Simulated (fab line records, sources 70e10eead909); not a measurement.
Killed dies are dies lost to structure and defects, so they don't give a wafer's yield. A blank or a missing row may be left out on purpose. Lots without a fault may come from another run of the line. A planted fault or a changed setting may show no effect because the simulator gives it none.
Chamber matching | flow nand_harc | NHARC_A_CHANNEL_FILL_D1_CMP_10 on cmp-04: 4 sister chambers
The step polishes, target thk 150 nm. 8 wafers are shown with their chamber, then 12 later ones without.

WAFERS WITH THEIR CHAMBER
wafer  | chamber | motor_current_A (A) | time_to_endpoint_s (s)
L085.1 | 3       | 13.9                | 18.4
L085.6 | 2       | 11.1                | 16.5
L086.1 | 1       | 11.8                | 13.1
L086.2 | 0       | 12.6                | 16.6
L086.4 | 3       | 12.8                | 16.2
L088.1 | 2       | 11.0                | 16.7
L088.3 | 0       | 11.7                | 15.7
L088.4 | 1       | 11.3                | 11.4

WAFERS WITHOUT THEIR CHAMBER
wafer  | motor_current_A (A) | time_to_endpoint_s (s)
L091.1 | 11.3                | 15.0
L091.3 | 12.8                | 19.2
L091.5 | 12.1                | 12.1
L093.2 | 10.9                | 19.1
L093.3 | 12.5                | 17.4
L093.5 | 10.9                | 18.9
L095.1 | 12.3                | 16.8
L095.4 | 12.1                | 11.6
L095.6 | 11.7                | 9.6
L097.2 | 12.6                | 16.4
L097.4 | 12.8                | 16.5
L097.5 | 13.2                | 17.7

WHICH CHAMBER EACH WENT THROUGH
wafer  | from the rows above          | in truth
L091.1 | can't be placed: 2 or 0 or 1 | 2
L091.3 | can't be placed: 3 or 0      | 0
L091.5 | 1                            | 1
L093.2 | can't be placed: 2 or 0      | 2
L093.3 | can't be placed: 0 or 3 or 2 | 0
L093.5 | can't be placed: 2 or 0      | 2
L095.1 | can't be placed: 0 or 3 or 2 | 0
L095.4 | 1                            | 1
L095.6 | 1                            | 1
L097.2 | can't be placed: 0 or 3      | 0
L097.4 | can't be placed: 0 or 3      | 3
L097.5 | can't be placed: 3 or 0      | 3
Placed correctly: 3 of 12. Can't be placed from these rows: 9 (the true chamber is among the candidates in 9). Placed wrongly: 0.
How it was worked out, from the rows above alone: a wafer's distance from a chamber is the root of the sum, over the readings, of the square of ((its reading less the chamber's mean) divided by the reading's scatter). The wafer belongs to the nearest chamber; if the next one is less than 2 further off, it can't be placed. A chamber's mean is the mean of its shown wafers. The scatter: the root of (the sum of the squares of (reading less its chamber's mean) over the shown wafers, divided by (wafers less chambers)).
